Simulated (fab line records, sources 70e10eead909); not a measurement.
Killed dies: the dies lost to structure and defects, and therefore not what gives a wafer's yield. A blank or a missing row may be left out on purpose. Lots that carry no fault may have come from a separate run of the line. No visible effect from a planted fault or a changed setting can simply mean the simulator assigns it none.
One fault through the eyes of 2 desks	flow nandHarc	each desk holds nothing but its own numbers, with what lay behind them at the end

AT THE TOOL OWNER'S DESK: lithoTrack-04
The tool's own readings at NHARC_P_M2_PEB_07 (peb time 65 s): means of the sampled wafers that have a number, for each lot that ran on this tool. Any lot whose mean is over 4 standard deviations away from the usual mean is out of limits and marked OUT; that distance is given in the brackets.
Columns: A = heaterPowerTotalW at NHARC_P_M2_PEB_07, usual 156.6 W; B = plateTempC at NHARC_P_M2_PEB_07, usual 99.97 C
lot	first seen here	A	B
L496	day 6 13:39	156.8	99.92
L498	day 7 01:25	156.4	99.92
L504	day 10 00:22	166.4 (+25) OUT	104.61 (+36) OUT
L507	day 10 21:12	166.4 (+24) OUT	104.67 (+36) OUT
L516	day 14 21:00	156.4	99.97
L519	day 15 23:17	156.8	100.11
Finding of this desk: L504, L507 out of limits; the first was L504 at day 10 00:22, on heaterPowerTotalW at NHARC_P_M2_PEB_07. L496, L498, L516, L519 stayed within limits.

THE METROLOGY DESK
Lot by lot, what the gauges showed, no matter which tool ran the lot: averages of those sampled wafers that carry a number. Any lot whose mean is over 4 standard deviations away from the usual mean is out of limits and marked OUT; that distance is given in the brackets.
Columns: A = cdNm at NHARC_P_M2_CD_MEAS_09, usual 169.9 nm; B = overlayXNm at NHARC_P_M2_OVL_MEAS_10, usual 0.0 nm; C = overlayYNm at NHARC_P_M2_OVL_MEAS_10, usual -0.1 nm
lot	first seen here	A	B	C
L496	day 6 13:44	169.8	1.2	-1.3
L498	day 7 01:30	170.5	0.5	-0.8
L504	day 10 00:27	184.9 (+25) OUT	-0.5	-0.6
L507	day 10 21:17	184.3 (+24) OUT	0.4	0.3
L510	day 12 15:16	169.0	0.3	-0.4
L509	day 12 16:01	170.1	-1.2	-0.2
L511	day 13 00:13	169.5	0.0	-0.0
L513	day 13 17:58	169.7	0.8	2.1
L515	day 14 08:57	170.9	-0.3	1.2
L516	day 14 21:05	170.1	0.3	-0.9
L517	day 15 07:32	169.8	0.1	0.6
L519	day 15 23:22	170.7	-0.4	-0.8
Finding of this desk: L504, L507 out of limits; the first was L504 at day 10 00:27, on cdNm at NHARC_P_M2_CD_MEAS_09. L496, L498, L510, L509, L511, L513, L515, L516, L517, L519 stayed within limits.

TAKEN TOGETHER
The tool owner's desk had the chance to raise an alarm at day 10 00:22 on L504, L507.
L504, L507 would have let the metrology desk raise an alarm at day 10 00:27.
NHARC_P_M2_PEB_07 was run on lithoTrack-04 by each of the lots named.

WHAT WAS PUT IN BY THE SIMULATOR
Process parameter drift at NHARC_P_M2_PEB_07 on lithoTrack-04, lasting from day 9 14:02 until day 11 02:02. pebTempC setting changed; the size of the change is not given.
Lots struck among those shown: L504, L507.
Delay (hours) between the fault's onset and each desk's first out-of-limits reading: 10 at the tool owner's desk, 10 at the metrology desk.
